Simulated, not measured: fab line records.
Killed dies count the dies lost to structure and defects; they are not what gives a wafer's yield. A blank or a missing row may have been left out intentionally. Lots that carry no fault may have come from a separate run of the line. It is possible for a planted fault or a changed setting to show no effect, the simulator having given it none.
Matching of chambers -- flow n5Finfet -- cmp-03 running N5_BEOL_M13_CMP_49: 4 sister chambers
The step polishes, stops on SiOC, t overpolish 17.1 s, target thk 420 nm. 4 wafers are shown with their chamber, then 7 later ones without.

== EACH WAFER AND ITS CHAMBER ==
wafer,chamber,motorCurrentA (A)
L087.1,3,6.0
L087.6,1,7.9
L090.2,0,6.2
L090.5,2,5.2

== WAFERS MISSING THEIR CHAMBER ==
wafer,motorCurrentA (A)
L090.6,7.7
L094.2,5.6
L094.3,5.8
L094.5,5.5
L097.1,6.0
L097.3,6.1
L097.4,7.9

== CHAMBER TAKEN BY EACH ==
wafer,from the rows above,in truth
L090.6,1,1
L094.2,can't be placed: 2 or 3 or 0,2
L094.3,can't be placed: 3 or 0 or 2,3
L094.5,can't be placed: 2 or 3 or 0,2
L097.1,can't be placed: 3 or 0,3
L097.3,can't be placed: 3 or 0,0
L097.4,1,1
Correctly placed: 2 of 7. Cannot be placed on the basis of these rows: 5; the candidates contain the true chamber in 5. Placed wrongly: 0.
How it was worked out, from the rows above alone: a wafer's distance from a chamber is the root of the sum, over the readings, of the square of ((its reading less the chamber's mean) divided by the reading's scatter). If the next closest chamber is less than 2 further off than the closest, the wafer can't be placed; otherwise it belongs to the closest. Each chamber's mean is taken over the wafers shown for it. The scatter: with one shown wafer a chamber, the root of the mean of the squares of how far each hidden wafer lies from its nearest shown one.
